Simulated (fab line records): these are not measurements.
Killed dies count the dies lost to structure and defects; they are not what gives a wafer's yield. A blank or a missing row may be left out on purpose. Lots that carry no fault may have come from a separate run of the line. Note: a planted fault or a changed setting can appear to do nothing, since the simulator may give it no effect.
Chamber matching + flow n5Finfet + N5_BEOL_M10_ETCH_66 on rieDiel-05: 4 sister chambers
The step etches SOC in N2/H2, target depth 120 nm, overetch 24 nm, time 180 s. 20 wafers are shown with their chamber, then 10 later ones without.

WAFERS WITH THEIR CHAMBER
| wafer  | chamber | throttleValvePct (%) | drypumpMotorCurrentA (A) | showerheadPlenumPTorr (Torr) |
|--------|---------|----------------------|--------------------------|------------------------------|
| L076.1 | 3       | 17.47                | 6.2                      | 2.71                         |
| L076.2 | 0       | 17.69                | 5.6                      | 2.58                         |
| L076.5 | 0       | 17.69                | 5.6                      | 2.58                         |
| L082.1 | 0       | 17.71                | 5.6                      | 2.58                         |
| L082.5 | 2       | 18.15                | 5.6                      | 2.62                         |
| L082.6 | 1       | 17.60                | 6.5                      | 2.51                         |
| L080.1 | 2       | 18.15                | 5.6                      | 2.62                         |
| L080.3 | 3       | 17.49                | 6.3                      | 2.70                         |
| L080.4 | 0       | 17.72                | 5.6                      | 2.58                         |
| L084.1 | 3       | 17.50                | 6.2                      | 2.70                         |
| L084.3 | 2       | 18.13                | 5.6                      | 2.62                         |
| L084.6 | 2       | 18.15                | 5.6                      | 2.62                         |
| L085.1 | 0       | 17.70                | 5.6                      | 2.57                         |
| L085.3 | 3       | 17.50                | 6.2                      | 2.70                         |
| L085.6 | 2       | 18.17                | 5.5                      | 2.61                         |
| L090.2 | 2       | 18.16                | 5.6                      | 2.61                         |
| L090.4 | 3       | 17.51                | 6.2                      | 2.70                         |
| L090.6 | 0       | 17.71                | 5.6                      | 2.57                         |
| L089.1 | 2       | 18.17                | 5.6                      | 2.61                         |
| L089.3 | 3       | 17.52                | 6.2                      | 2.69                         |

SIGNATURES (means of the wafers above)
| reading               | chamber 0 | chamber 1 | chamber 2 | chamber 3 | scatter within a chamber |
|-----------------------|-----------|-----------|-----------|-----------|--------------------------|
| throttleValvePct      | 17.7033   | 17.6000   | 18.1543   | 17.4983   | 0.0146                   |
| drypumpMotorCurrentA  | 5.600     | 6.500     | 5.586     | 6.217     | 0.0325                   |
| showerheadPlenumPTorr | 2.5767    | 2.5100    | 2.6157    | 2.7000    | 0.00562                  |
Rule: a wafer's distance from a chamber is the root of the sum, over the readings, of the square of ((its reading less the chamber's mean) divided by the reading's scatter). The wafer belongs to the nearest chamber; if the next one is less than 2 further off, it can't be placed. The scatter is the square root of a quotient: the sum, over the shown wafers, of each reading's squared deviation from its chamber's mean, divided by wafers minus chambers.

WAFERS WITHOUT THEIR CHAMBER
| wafer  | throttleValvePct (%) | drypumpMotorCurrentA (A) | showerheadPlenumPTorr (Torr) |
|--------|----------------------|--------------------------|------------------------------|
| L089.5 | 18.17                | 5.6                      | 2.61                         |
| L092.4 | 18.18                | 5.6                      | 2.61                         |
| L092.5 | 18.17                | 5.6                      | 2.61                         |
| L092.6 | 17.18                | 6.5                      | 2.51                         |
| L095.1 | 17.72                | 5.6                      | 2.60                         |
| L095.4 | 17.18                | 6.5                      | 2.50                         |
| L095.5 | 17.54                | 6.2                      | 2.69                         |
| L097.4 | 17.53                | 6.2                      | 2.69                         |
| L097.5 | 17.76                | 5.6                      | 2.56                         |
| L097.6 | 17.55                | 6.2                      | 2.69                         |

CHAMBER TAKEN BY EACH
| wafer  | from the rows above | in truth                   |
|--------|---------------------|----------------------------|
| L089.5 | 2                   | 2                          |
| L092.4 | 2                   | 2                          |
| L092.5 | 2                   | 2                          |
| L092.6 | 1                   | 1                          |
| L095.1 | 0                   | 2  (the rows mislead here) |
| L095.4 | 1                   | 1                          |
| L095.5 | 3                   | 3                          |
| L097.4 | 3                   | 3                          |
| L097.5 | 0                   | 0                          |
| L097.6 | 3                   | 3                          |
Placed correctly: 9 of 10. Not placeable from these rows: 0. Number placed wrongly: 1.
